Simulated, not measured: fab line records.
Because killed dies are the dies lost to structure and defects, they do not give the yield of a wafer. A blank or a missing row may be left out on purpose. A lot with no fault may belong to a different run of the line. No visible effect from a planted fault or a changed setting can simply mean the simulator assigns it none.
A lot that was struck, set against a sound lot + flow nand harc + 13 steps out of a route of 1302
Sound: wafers L777.1, L777.3, L777.4. Wafers L791.2, L791.3, L791.6 were the ones struck. The cause is given at the end.
Per side, at each step with rows, come the tool, then ch with its chambers, and then its first start. Under that, the readings that differ: sound wafers + struck wafers + difference of the means + sigmas: that difference in standard deviations of wafers without a fault.
alike: readings whose means differ by less than 2 such deviations, and words and numbers that are the same on both sides. not compared: withheld readings, readings that some wafer has no value for, bounds like >300 that may hide the same value, and numbers for which the record gives no deviation and whose values overlap.
A row with sigmas, a row that says differs or no value, or rows on one side alone: a step with any of these is where the two part. Numbers that have no deviation but don't overlap get no sigmas and don't part them. Lack of a reading on every wafer of one side parts them only where that side has two or more wafers.

first, 4 steps without rows for these wafers: NHARC_A_WL_FILL_STRIP_28 (strips in post etch residue remover, time 1200 s); NHARC_A_WL_FILL_PRECLEAN_06 (cleans in DIW, time 300 s); NHARC_A_WL_FILL_SRD_07; NHARC_A_WL_FILL_ANNEAL_08 (time 1800 s).
NHARC_A_WL_FILL_ALD_10: deposits SiO2, target thk 50 nm, pulse time 10 s, ald cycles 500.
  sound on ald hk-01 ch 0,1,2, day 19 18:33; struck on ald hk-01 ch 0,1,3, day 26 08:32
  alike: heater power w, precursor pulse height rel
NHARC_A_WL_FILL_ETCHBACK_16: etches the open film in C4F8/O2/Ar, target depth 120 nm, time 24 s.
  sound on rie diel-08 ch 0,1,3; struck on rie diel-12 ch 2,3
  alike: oes product au, rf fwd power W, rf vpp V
  not compared: rf hours counter h
NHARC_A_WL_FILL_STRIP_29: strips in O2, time 20 s.
  sound on rie diel-08 ch 0,1,2, day 19 22:44; struck on rie diel-12 ch 2,3, day 26 12:16
  alike: drypump motor current A, o2 flow sccm, oes product au, rf vpp V, showerhead plenum p Torr, throttle valve pct
  not compared: rf hours counter h
NHARC_A_WL_FILL_ETCHBACK_17: etches the open film in Cl2/BCl3, target depth 4 nm, time 26.7 s.
  sound on rie metal-01 ch 0,1, day 19 22:49; struck on rie metal-01 ch 0,1, day 26 12:22
  alike: drypump motor current A, oes product au
  not compared: rf hours counter h
then, 3 steps without rows for these wafers: NHARC_A_WL_FILL_PRECLEAN_18 (cleans in dHF, time 30 s); NHARC_A_WL_FILL_SRD_21; NHARC_A_WL_FILL_CVD_23 (deposits poly-Si, target thk 40 nm, time 800 s).
NHARC_A_WL_FILL_ETCHBACK_26: etches the open film in HBr, target depth 52 nm, time 13.3 s.
  sound on rie si-04 ch 0,1,3, day 20 03:58; struck on rie si-04 ch 1,2,3, day 26 17:32
| reading               | sound             | struck            | difference | sigmas |
|-----------------------|-------------------|-------------------|------------|--------|
| oes product au (a.u.) | 0.995 1.016 0.997 | 1.210 1.230 1.216 | +0.216     | +20    |
  alike: drypump motor current A, rf fwd power W, throttle valve pct
  not compared: rf hours counter h
then, 1 step without rows for these wafers: NHARC_A_WL_FILL_PRECLEAN_30 (cleans in dHF, time 10 s).

WHERE THEY PART
Within this record, at NHARC_A_WL_FILL_ETCHBACK_26 only.

WHY: what had been put in by the simulator
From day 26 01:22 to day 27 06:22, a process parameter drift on rie si-04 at NHARC_A_WL_FILL_ETCHBACK_26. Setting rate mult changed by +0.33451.
